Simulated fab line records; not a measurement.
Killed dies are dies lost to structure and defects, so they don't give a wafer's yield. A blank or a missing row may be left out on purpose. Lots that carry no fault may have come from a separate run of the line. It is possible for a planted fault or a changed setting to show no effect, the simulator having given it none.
fab line records	flow n5Finfet
record lots=6	wafers=18	lastDay=17
route steps=1938 shown MIM_BOT_LITHO@1862 MIM_BOT_ETCH@1866 PASS1_CAP@1873 TV_LITHO@1875 PASSIVATION@1936
lots untouched by any fault: they come from a run of this same line in which no faults occurred
startH: the number of hours between the record's first day and the start of the first shown wafer of the lot	waitH: how many hours have passed since the lot's step before this one	" unchanged from the row above	L1.1+2: a single row standing in for several wafers	- value missing, or start not given	* or withheld: withheld	< > ~ a bound
route shown NAME@n: NAME is a module with steps in the file, n the number in the route of the first one	usual: mean and standard deviation over wafers with no fault	same: alike in all rows	chamber/n: place in a boat	sites: per-site readings	_std_site: standard deviation of those values	_edge_site: mean of outer sites minus mean of inner sites	radiusMm: for every site, how far away it sits from the centre of the wafer	mask NAME#n: copy n	behind: the last tool/chamber to shape the wafer	hold: cause of the lot's hold/its duration in hours/its outcome	device: the n, p or np transistor that did not switch	end of line: tests of these same wafers at the route's end	a step without rows: its recipe alone	killed: the dies lost at the first sort to structure and to defects; this is not the yield of the wafer	map: per-die view of a wafer (x killed, . not killed, _ where there is no die)
set.NAME: the run value of the setting; set.NAME@STEP: its run value at that earlier step	model.NAME: the simulator's own value behind a step, which no gauge read
lots seen at some steps along the route; tables by step, rows by wafer
services: from which hour (startH, from the record's first day; less than 0 if before it) a tool's chamber was out of use, for how many hours, and why
## steps
# step N5_MIM_BOT_LITHO_CD_MEAS_08
# recipe targetCdNm=3000	landingEnergyEv=500	detector=seInlens	polarity=opening
# usual cdNm=2998.9/2.8
lot.wafer	tool	chamber	startH	waitH	cdNm
L395.1	cdSem-01	0	265.13	-	3002.7
L395.2	"	0	"	"	2999.7
L395.5	"	0	"	"	3000.6
L400.3	cdSem-01	0	298.00	-	2998.9
L400.5	"	0	"	"	2995.1
L400.6	"	0	"	"	2998.3
L404.1	cdSem-02	0	315.90	-	2994.2
L404.3	"	0	"	"	2996.4
L404.6	"	0	"	"	2997.9
L405.2	cdSem-02	0	320.02	-	2997.2
L405.4	"	0	"	"	2999.6
L405.6	"	0	"	"	3001.9
L416.1	cdSem-03	0	393.71	-	2994.8
L416.3	"	0	"	"	2995.7
L416.5	"	0	"	"	2997.2
L417.1	cdSem-03	0	407.26	-	3000.6
L417.5	"	0	"	"	2999.2
L417.6	"	0	"	"	3002.4
# step N5_MIM_BOT_LITHO_OVL_MEAS_11
# recipe pointsPerWafer=44
# usual MIM_BOT_OVL=-1/4.7
# same pointsPerWafer=44
lot.wafer	tool	chamber	startH	waitH	MIM_BOT_OVL[nm]
L395.1	overlay-01	0	265.16	0.0	1
L395.2	"	0	"	"	-5
L395.5	"	0	"	"	-6
L400.3	overlay-02	0	298.03	0.0	5
L400.5	"	0	"	"	5
L400.6	"	0	"	"	-5
L404.1	overlay-01	0	315.93	0.0	-3
L404.3	"	0	"	"	-3
L404.6	"	0	"	"	-4
L405.2	overlay-02	0	320.05	0.0	-4
L405.4	"	0	"	"	-5
L405.6	"	0	"	"	1
L416.1	overlay-02	0	393.74	0.0	-7
L416.3	"	0	"	"	-11
L416.5	"	0	"	"	-7
L417.1	overlay-02	0	407.29	0.0	-1
L417.5	"	0	"	"	2
L417.6	"	0	"	"	1
# step N5_MIM_BOT_LITHO_INSPECT_12
# recipe mode=adi	inspectInstrument=macro
# usual rawDefectCount=2.1/1.3
lot.wafer	tool	chamber	startH	waitH	rawDefectCount
L395.1	defectInspect-01	-	265.18	0.0	2
L395.2	"	-	"	"	7
L395.5	"	-	"	"	2
L400.3	defectInspect-01	-	298.05	0.0	3
L400.5	"	-	"	"	2
L400.6	"	-	"	"	3
L404.1	defectInspect-01	-	315.96	0.0	1
L404.3	"	-	"	"	2
L404.6	"	-	"	"	3
L405.2	defectInspect-01	-	320.07	0.0	3
L405.4	"	-	"	"	4
L405.6	"	-	"	"	3
L416.1	defectInspect-02	-	393.77	0.0	4
L416.3	"	-	"	"	2
L416.5	"	-	"	"	2
L417.1	defectInspect-02	-	407.31	0.0	0
L417.5	"	-	"	"	0
L417.6	"	-	"	"	1
# step N5_MIM_BOT_LITHO_DESCUM_10
# recipe chemistry=O2	timeS=7.9	sourcePowerW=50	biasPowerW=20	pressureMtorr=20	rfFrequencyHz=2.712e+07	tempC=40	o2FlowSccm=225
# usual drypumpMotorCurrentA=5.6/0.46	o2FlowSccm=224.9/0.63	oesProductAu=0.79/0.085	rfFwdPowerW=49.71/0.17	rfVppV=243.5/1.6	showerheadPlenumPTorr=2.11/0.085	tempC=39.99/0.11	throttleValvePct=20.39/0.21
lot.wafer	tool	chamber	startH	waitH	drypumpMotorCurrentA	o2FlowSccm	oesProductAu	rfFwdPowerW	rfHoursCounterH	rfVppV	showerheadPlenumPTorr	tempC	throttleValvePct
L395.1	rieDiel-03	0	265.22	0.0	6.3	225.9	0.69	49.74	224	243.7	2.16	40.21	20.81
L395.2	"	2	"	"	6.0	225.4	0.74	49.69	191	241.5	1.98	40.14	20.41
L395.5	"	3	"	"	5.6	224.4	0.65	49.61	-	244.0	2.11	39.99	20.71
L400.3	rieDiel-03	2	298.09	0.0	6.0	224.0	0.73	49.77	205	239.8	1.98	39.82	20.43
L400.5	"	1	"	"	5.1	225.1	0.82	49.89	-	244.9	2.19	39.76	20.15
L400.6	"	2	"	"	6.0	224.3	0.72	49.51	-	242.4	1.98	39.91	20.42
L404.1	rieDiel-01	0	316.11	0.2	6.5	224.5	0.77	50.06	128	243.1	2.14	39.95	20.55
L404.3	"	2	"	"	5.0	225.6	0.86	49.48	67	245.2	2.20	39.99	20.48
L404.6	"	0	"	"	6.5	223.7	0.77	49.95	-	243.6	2.14	40.21	20.55
L405.2	rieDiel-04	0	320.11	0.0	5.5	224.8	0.82	49.76	67	244.7	2.21	39.92	20.41
L405.4	"	2	"	"	5.1	224.3	0.80	49.67	89	244.6	2.16	39.91	20.01
L405.6	"	0	"	"	5.5	224.2	0.83	49.87	-	246.4	2.21	40.09	20.43
L416.1	rieDiel-04	1	393.80	0.0	5.8	225.1	0.83	49.93	87	241.9	2.03	39.97	20.39
L416.3	"	0	"	"	5.6	225.0	0.80	49.95	93	245.5	2.20	39.92	20.45
L416.5	"	0	"	"	5.6	224.6	0.80	49.65	-	244.6	2.20	39.90	20.47
L417.1	rieDiel-03	0	407.34	0.0	6.2	224.8	0.89	49.62	21	243.8	2.14	40.00	20.52
L417.5	"	3	"	"	5.6	224.5	0.88	49.63	-	244.0	2.10	40.12	20.36
L417.6	"	0	"	"	6.3	224.5	0.89	49.54	-	243.8	2.14	40.04	20.51
# step N5_MIM_BOT_ETCH_ETCH_04
# recipe chemistry=CF4/O2	target=SiNx	targetDepthA=260	timeS=13	ionEnergyEv=100	pressureMtorr=40	sourceW=535	biasW=49	Ar_flow_sccm=100	cf4FlowSccm=100	O2_flow_sccm=10
# usual drypumpMotorCurrentA=5.6/0.46	oes_ar_750_au=0.79/0.08	oes_f_703_au=0.78/0.079	oesProductAu=0.79/0.083	rfFwdPowerW=531.9/1.8	rfVppV=244/7	showerheadPlenumPTorr=2.24/0.093	throttleValvePct=16.04/0.19
lot.wafer	tool	chamber	startH	waitH	drypumpMotorCurrentA	oes_ar_750_au	oes_f_703_au	oesProductAu	rfFwdPowerW	rfHoursCounterH	rfVppV	showerheadPlenumPTorr	throttleValvePct
L395.1	rieDiel-03	0	265.28	0.0	6.2	0.68	0.68	0.68	531.6	224	241	2.27	16.36
L395.2	"	2	"	"	6.0	0.74	0.75	0.75	533.4	191	242	2.10	16.06
L395.5	"	3	"	"	5.6	0.64	0.62	0.64	531.5	-	254	2.28	16.62
L400.3	rieDiel-03	2	298.15	0.0	6.0	0.73	0.74	0.74	531.8	205	241	2.10	16.09
L400.5	"	1	"	"	5.2	0.80	0.79	0.83	529.4	-	250	2.33	15.92
L400.6	"	2	"	"	6.0	0.73	0.74	0.74	531.0	-	243	2.10	16.06
L404.1	rieDiel-01	0	316.18	0.0	6.5	0.77	0.77	0.77	536.4	128	240	2.23	15.89
L404.3	"	2	"	"	5.0	0.84	0.85	0.86	531.9	67	240	2.34	16.12
L404.6	"	0	"	"	6.5	0.78	0.77	0.76	535.4	-	241	2.23	15.90
L405.2	rieDiel-04	0	320.17	0.0	5.6	0.81	0.79	0.81	530.5	67	242	2.34	16.09
L405.4	"	2	"	"	5.1	0.80	0.82	0.83	528.7	89	246	2.32	15.85
L405.6	"	0	"	"	5.5	0.81	0.80	0.81	533.5	-	240	2.34	16.08
L416.1	rieDiel-04	1	393.87	0.0	5.8	0.85	0.85	0.83	528.6	87	229	2.13	15.87
L416.3	"	0	"	"	5.6	0.79	0.76	0.78	531.6	93	241	2.33	16.11
L416.5	"	0	"	"	5.5	0.79	0.77	0.79	532.3	-	244	2.33	16.13
L417.1	rieDiel-03	0	407.41	0.0	6.3	0.88	0.88	0.88	531.1	21	241	2.25	15.97
L417.5	"	3	"	"	5.6	0.84	0.83	0.87	529.0	-	251	2.26	16.22
L417.6	"	0	"	"	6.3	0.88	0.88	0.89	530.6	-	243	2.25	15.98
# step N5_MIM_BOT_ETCH_ETCH_03
# recipe chemistry=Cl2/BCl3	targetDepthA=120	pressureMtorr=8	icpW=800	biasW=100	Cl2_flow_sccm=20	bcl3FlowSccm=80
# usual drypumpMotorCurrentA=5.8/0.55	oesProductAu=0.79/0.092	rfFwdPowerW=794/3.1	throttleValvePct=27.75/0.17
lot.wafer	tool	chamber	startH	waitH	drypumpMotorCurrentA	oesProductAu	rfFwdPowerW	rfHoursCounterH	throttleValvePct
L395.1	rieMetal-01	0	265.37	0.1	5.4	0.79	794	40	27.69
L395.2	"	1	"	"	5.5	0.66	797	102	27.89
L395.5	"	0	"	"	5.4	0.79	793	-	27.66
L400.3	rieMetal-02	1	298.30	0.1	6.4	0.82	793	-	27.95
L400.5	"	1	"	"	6.4	0.83	792	-	27.95
L400.6	"	1	"	"	6.4	0.82	795	-	27.95
L404.1	rieMetal-03	1	316.27	0.1	6.6	0.75	799	51	27.81
L404.3	"	0	"	"	5.2	0.75	795	-	27.76
L404.6	"	0	"	"	5.2	0.76	798	-	27.73
L405.2	rieMetal-02	1	320.26	0.1	6.5	0.82	789	16	27.96
L405.4	"	0	"	"	5.5	1.02	797	-	27.80
L405.6	"	0	"	"	5.5	1.04	796	-	27.79
L416.1	rieMetal-02	0	393.95	0.1	5.5	0.95	793	7	27.80
L416.3	"	0	"	"	5.5	0.96	795	-	27.82
L416.5	"	1	"	"	6.4	0.79	792	-	27.95
L417.1	rieMetal-01	1	407.50	0.1	5.5	0.94	799	3	27.19
L417.5	"	1	"	"	5.5	0.95	797	-	27.20
L417.6	"	0	"	"	5.4	0.76	793	-	27.68
# step N5_MIM_BOT_ETCH_ETCH_00
# recipe chemistry=Cl2/BCl3	target=TiN	targetDepthA=455	ionEnergyEv=150	pressureMtorr=10	icpW=1000	biasW=126	Cl2_flow_sccm=53.25	bcl3FlowSccm=21.75	Ar_flow_sccm=25
# usual drypumpMotorCurrentA=5.8/0.55	oes_ar_750_au=0.79/0.096	oesProductAu=0.78/0.092	rfFwdPowerW=995/3	throttleValvePct=22.10/0.19
lot.wafer	tool	chamber	startH	waitH	drypumpMotorCurrentA	oes_ar_750_au	oesProductAu	rfFwdPowerW	rfHoursCounterH	throttleValvePct
L395.1	rieMetal-01	0	265.46	0.1	5.4	0.82	0.79	996	40	22.12
L395.2	"	1	"	"	5.5	0.66	0.65	995	102	22.07
L395.5	"	0	"	"	5.4	0.82	0.79	997	-	22.14
L400.3	rieMetal-02	1	298.50	0.2	6.5	0.83	0.84	998	-	22.33
L400.5	"	1	"	"	6.5	0.83	0.84	993	-	22.32
L400.6	"	1	"	"	6.5	0.82	0.83	997	-	22.33
L404.1	rieMetal-03	1	316.36	0.1	6.6	0.73	0.74	994	51	22.19
L404.3	"	0	"	"	5.2	0.76	0.76	999	-	22.00
L404.6	"	0	"	"	5.2	0.76	0.76	998	-	21.99
L405.2	rieMetal-02	1	320.35	0.1	6.5	0.81	0.81	995	16	22.35
L405.4	"	0	"	"	5.5	1.05	1.02	998	-	22.03
L405.6	"	0	"	"	5.5	1.04	1.02	1002	-	22.02
L416.1	rieMetal-02	0	394.04	0.1	5.5	0.97	0.96	996	7	22.04
L416.3	"	0	"	"	5.5	0.98	0.96	992	-	22.04
L416.5	"	1	"	"	6.5	0.80	0.79	991	-	22.36
L417.1	rieMetal-01	1	407.59	0.1	5.5	0.95	0.93	994	3	21.53
L417.5	"	1	"	"	5.5	0.95	0.93	996	-	21.54
L417.6	"	0	"	"	5.4	0.79	0.76	993	-	22.16
# step N5_MIM_BOT_ETCH_STRIP_01
# recipe chemistry=O2	powerW=600	tempC=60	pressureMtorr=30	rfFrequencyHz=6e+07	biasPowerW=0	overashFraction=0.5	o2FlowSccm=225
# usual drypumpMotorCurrentA=5.6/0.46	o2FlowSccm=225.1/0.64	oesProductAu=0.79/0.084	rfVppV=3.7/1.5	showerheadPlenumPTorr=2.12/0.085	tempC=60.00/0.12	throttleValvePct=16.65/0.19
lot.wafer	tool	chamber	startH	waitH	drypumpMotorCurrentA	o2FlowSccm	oesProductAu	rfHoursCounterH	rfVppV	showerheadPlenumPTorr	tempC	throttleValvePct
L395.1	rieDiel-03	0	265.71	0.2	6.3	224.2	0.68	224	3.0	2.16	60.08	17.07
L395.2	"	1	"	"	5.2	225.6	0.85	91	3.5	2.20	60.10	16.42
L395.5	"	0	"	"	6.3	226.0	0.70	-	3.1	2.16	59.94	17.09
L400.3	rieDiel-01	2	298.68	0.1	5.0	224.8	0.87	62	4.2	2.21	60.05	16.70
L400.5	"	1	"	"	5.7	225.3	0.68	-	4.2	1.99	59.89	16.78
L400.6	"	2	"	"	5.1	224.8	0.85	-	3.3	2.21	60.13	16.69
L404.1	rieDiel-01	2	316.65	0.2	5.0	224.6	0.84	67	3.9	2.21	60.05	16.71
L404.3	"	0	"	"	6.5	226.0	0.77	128	1.2	2.14	60.06	16.74
L404.6	"	2	"	"	5.0	225.4	0.86	-	2.9	2.21	60.11	16.70
L405.2	rieDiel-01	1	320.49	0.1	5.7	224.4	0.97	0	6.4	2.25	59.97	16.32
L405.4	"	3	"	"	5.7	224.3	0.69	248	2.3	2.11	59.78	16.65
L405.6	"	3	"	"	5.7	224.2	0.68	-	3.5	2.12	59.85	16.67
L416.1	rieDiel-04	1	394.24	0.2	5.8	225.0	0.83	87	3.3	2.03	59.70	16.68
L416.3	"	0	"	"	5.6	225.2	0.79	93	3.8	2.21	59.94	16.73
L416.5	"	1	"	"	5.8	225.1	0.81	-	4.9	2.03	59.97	16.62
L417.1	rieDiel-01	3	407.98	0.3	5.7	224.3	0.90	17	3.9	2.11	59.94	16.21
L417.5	"	0	"	"	6.5	225.2	0.74	-	5.3	2.13	59.96	16.79
L417.6	"	1	"	"	5.7	223.8	0.86	-	4.8	2.24	60.20	16.39
# step N5_MIM_BOT_ETCH_STRIP_02
# recipe chemistry=postEtchResidueRemover	timeS=1200	tempC=72.5
# step N5_MIM_BOT_ETCH_CLEAN_05
# recipe chemistry=IPA	timeS=180	tempC=25
# step N5_MIM_BOT_ETCH_SRD_06
# recipe dry=ipaMarangoni	timeS=30	tempC=23	rinseLiquid=diw
# step N5_PASSIVATION_PECVD_55
# recipe material=SiO2	targetThkA=4000	tempC=400	precursor=SiH4/N2O	pressureTorr=2.7	rfW=608	timeS=22.5
# step N5_PASSIVATION_PECVD_01
# recipe material=SiNx	targetThkA=2000	tempC=400	precursor=SiH4/NH3/N2	pressureTorr=4.9	rfW=1406	timeS=43.2
# usual heaterPowerW=320/72	rfFwdPowerW=1395/5	showerheadPlenumPTorr=8.69/0.056	showerheadVppV=2262/71	throttleValvePct=29.9/1.4
lot.wafer	tool	chamber	startH	waitH	heaterPowerW	rfFwdPowerW	showerheadPlenumPTorr	showerheadVppV	throttleValvePct	model.SiNx_of_PASSIVATION_PECVD_01.thkNm
L395.1	pecvd-04	0	266.25	0.0	332	1395	8.66	2242	30.6	199.4
L395.2	"	2	"	"	344	1390	8.57	2251	28.8	198.6
L395.5	"	2	"	"	341	1392	8.56	2249	28.7	204.4
L400.3	pecvd-03	0	299.26	0.0	271	1394	8.72	2226	29.8	197.4
L400.5	"	0	"	"	283	1389	8.75	2248	29.5	199.8
L400.6	"	2	"	"	269	1391	8.70	2357	28.2	202.2
L404.1	pecvd-03	2	317.22	0.0	278	-	8.71	2389	28.4	188.2
L404.3	"	0	"	"	404	1398	8.73	2236	29.7	198.4
L404.6	"	1	"	"	385	-	8.66	2215	30.6	194
L405.2	pecvd-03	0	321.03	0.0	364	1392	8.73	2226	29.5	200.6
L405.4	"	2	"	"	164	1400	8.72	2346	28.5	202.4
L405.6	"	1	"	"	365	-	8.67	2218	31.1	194
L416.1	pecvd-04	0	394.80	0.0	319	1396	8.66	2261	30.8	199.6
L416.3	"	2	"	"	266	1389	8.57	2245	28.9	199.4
L416.5	"	2	"	"	281	1391	8.59	2276	29.1	199.4
L417.1	pecvd-04	2	408.53	0.0	317	1394	8.58	2275	29.1	194
L417.5	"	0	"	"	243	1393	8.65	2250	30.5	197.8
L417.6	"	2	"	"	337	1388	8.57	2264	28.8	200
# step N5_PASSIVATION_HMDS_03
# recipe timeS=60	tempC=120
# step N5_PASSIVATION_PROBE_49
# usual defectLimitedYield=91.4/1.6	killed_at_M0_to_M3=31/11	killed_at_M4_up=14/5.7	killedAtContacts=12/6	killedAtFrontEnd=41/13	killedAtOther=3.3/2.8	killedDies=101/19	killedOpen=67/14	killedShort=33/8.2	sort_bin_4_leakage=0.0/0.37	sort_bin_5_function=5.0/1.1	sort_bin_6_memory=3.3/0.74	sort_bin_8_speed=0.0/0.36	sortNPass=1078/20	sortYieldPct=91.3/1.7
# same grossDies=1180	killedAtBackSide=0
lot.wafer	tool	chamber	startH	waitH	defectLimitedYield[%]	killed_at_M0_to_M3	killed_at_M4_up	killedAtContacts	killedAtFrontEnd	killedAtOther	killedDies	killedOpen	killedShort	sort_bin_4_leakage[%]	sort_bin_5_function[%]	sort_bin_6_memory[%]	sort_bin_8_speed[%]	sortNPass	sortYieldPct[%]
L395.1	prober-02	-	278.19	0.0	91.4	31	13	7	48	3	102	57	42	0	5.3	3.1	0	1078	91.4
L395.2	prober-02	-	278.24	0.1	91.4	41	9	9	41	2	102	62	30	0	4.3	3.4	0.1	1078	91.4
L395.5	prober-02	-	278.39	0.2	91.1	27	18	7	47	6	105	68	36	0	5.3	3.3	0	1075	91.1
L400.5	prober-02	-	306.55	0.2	92.2	32	14	10	34	2	92	57	35	0	4.6	3.0	0	1088	92.2
L404.1	prober-01	-	324.56	0.0	91.5	34	12	3	48	3	100	69	30	0	5.1	3.2	0	1080	91.5
L404.3	prober-01	-	324.66	0.1	91.4	27	9	5	58	2	101	58	43	0	5.3	3.0	0	1079	91.4
L404.6	prober-01	-	324.81	0.3	89.9	33	12	5	67	2	119	75	42	0	5.7	3.8	0	1061	89.9
L417.1	prober-01	-	417.12	0.0	92.2	20	15	23	33	1	92	57	34	0	4.4	3.1	0	1088	92.2
L417.5	prober-01	-	417.32	0.2	90.0	25	17	17	51	8	118	79	37	0	5.8	4.0	0	1062	90.0
L417.6	prober-01	-	417.37	0.3	88.7	32	26	12	57	6	133	90	43	0	5.4	5.6	0	1047	88.7
# killed by level:class
L395.1 STI_FIN_REVEAL:geometricParticle:open=11 GATE_CUT:geometricParticle:short=10 BEOL_M0:geometricParticle:short=9 BEOL_M4:geometricParticle:open=9 BEOL_M3:geometricParticle:open=8 MOL_CONTACT_COAG:geometricParticle:open=6 FIN_SAQP:geometricParticle:open=4 STI_FIN_REVEAL:geometricParticle:short=4
L395.2 STI_FIN_REVEAL:geometricParticle:open=17 BEOL_M0_SAQP:geometricParticle:short=12 BEOL_M0_SAQP:geometricParticle:open=12 MOL_CONTACT_COAG:geometricParticle:open=8 HKMG_FIN:areaEtch=6 BEOL_M0:geometricParticle:short=5 BEOL_M0:geometricParticle:open=4 BEOL_M4:geometricParticle:open=4
L395.5 FIN_SAQP:geometricParticle:open=12 STI_FIN_REVEAL:geometricParticle:open=12 BEOL_M0_SAQP:geometricParticle:short=8 BEOL_M0_SAQP:geometricParticle:open=8 BEOL_M4:geometricParticle:open=7 MOL_CONTACT_COAG:geometricParticle:open=6 BEOL_M3:geometricParticle:open=5 GATE_CUT:geometricParticle:open=4
L400.5 BEOL_M0_SAQP:geometricParticle:short=11 MOL_CONTACT_COAG:geometricParticle:open=10 FIN_SAQP:geometricParticle:short=9 FIN_SAQP:geometricParticle:open=7 BEOL_M0_SAQP:geometricParticle:open=7 BEOL_M4:geometricParticle:open=7 DUMMY_GATE:geometricParticle:open=5 STI_FIN_REVEAL:geometricParticle:open=3
L404.1 FIN_SAQP:geometricParticle:open=12 BEOL_M0_SAQP:geometricParticle:open=11 STI_FIN_REVEAL:geometricParticle:open=10 BEOL_M0_SAQP:geometricParticle:short=8 BEOL_M1:geometricParticle:open=7 FIN_SAQP:geometricParticle:short=6 BEOL_M4:geometricParticle:open=6 GATE_CUT:geometricParticle:short=4
L404.3 FIN_SAQP:geometricParticle:open=18 FIN_SAQP:geometricParticle:short=15 BEOL_M2:geometricParticle:open=9 STI_FIN_REVEAL:geometricParticle:open=8 BEOL_M0_SAQP:geometricParticle:short=8 STI_FIN_REVEAL:geometricParticle:short=5 MOL_CONTACT_COAG:geometricParticle:open=4 BEOL_M4:geometricParticle:open=4
L404.6 STI_FIN_REVEAL:geometricParticle:open=14 FIN_SAQP:geometricParticle:open=12 FIN_SAQP:geometricParticle:short=12 BEOL_M1:geometricParticle:open=6 BEOL_M2:geometricParticle:open=6 GATE_CUT:geometricParticle:short=6 MOL_CONTACT_COAG:geometricParticle:open=5 BEOL_M0_SAQP:geometricParticle:short=5
L417.1 MOL_CONTACT_COAG:geometricParticle:open=16 FIN_SAQP:geometricParticle:open=8 MOL_CONTACT_COAG:geometricParticle:short=7 STARTING-WAFER:geometricParticle:short=6 BEOL_M4:geometricParticle:open=5 BEOL_M7:geometricParticle:open=5 BEOL_M1:geometricParticle:open=4 BEOL_M0_SAQP:geometricParticle:short=4
L417.5 MOL_CONTACT_COAG:geometricParticle:open=15 STI_FIN_REVEAL:geometricParticle:open=13 FIN_SAQP:geometricParticle:open=12 BEOL_M4:geometricParticle:open=10 BEOL_M0_SAQP:geometricParticle:short=8 FIN_SAQP:geometricParticle:short=6 STARTING-WAFER:geometricParticle:open=6 PASS1_CAP:geometricParticle:short=4
L417.6 FIN_SAQP:geometricParticle:open=18 MOL_CONTACT_COAG:geometricParticle:open=11 STI_FIN_REVEAL:geometricParticle:open=11 BEOL_M0_SAQP:geometricParticle:open=8 BEOL_M4:geometricParticle:open=7 FIN_SAQP:geometricParticle:short=6 BEOL_M0_SAQP:geometricParticle:short=6 BEOL_M4:geometricParticle:short=6
## services
tool	chamber	startH	hours	kind
rieDiel-03	3	280.33	-	clean
rieDiel-03	3	280.33	-	consumableReplace:focusRing
rieDiel-03	3	280.33	19.1	scheduledDown
rieDiel-03	3	280.33	19.1	ventCycle
rieMetal-02	0	295.84	-	clean
rieMetal-02	0	295.84	17.3	scheduledDown
rieMetal-02	0	295.84	17.3	ventCycle
rieDiel-01	2	299.64	2.8	repair
rieDiel-01	1	302.48	-	clean
rieDiel-01	1	302.48	-	consumableReplace:focusRing
rieDiel-01	1	302.48	-	consumableReplace:showerhead
rieDiel-01	1	302.48	17.3	scheduledDown
rieDiel-01	1	302.48	17.3	ventCycle
rieMetal-02	-	318.75	1.4	pm
rieDiel-03	0	334.66	-	clean
rieDiel-03	0	334.66	-	consumableReplace:focusRing
rieDiel-03	0	334.66	15.4	scheduledDown
rieDiel-03	0	334.66	15.4	ventCycle
pecvd-04	-	335.80	28.1	pm
rieMetal-03	-	358.64	0.6	repair
rieDiel-04	3	366.32	7.2	repair
pecvd-03	-	370.38	2.2	repair
pecvd-03	2	372.66	3.9	repair
rieDiel-01	3	380.66	7.1	repair
## key
firstSign none at tools or gauges
modelEffect step=N5_PASSIVATION_PECVD_01	value=SiNx_of_PASSIVATION_PECVD_01.thkNm	without=200.7	struck=192.1
metAt N5_PASSIVATION_PECVD_01
struckWafers L404.1,L404.6,L405.6
onsetBetween 299.26 317.22
fault kind=processParameterDrift	tool=pecvd-03	chamber=-	onsetH=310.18	steps=N5_PASSIVATION_PECVD_01	channel=timeS	offset=*	shape=step	endH=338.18	scope=struckWafersOnly	actsIn=*	stated=*
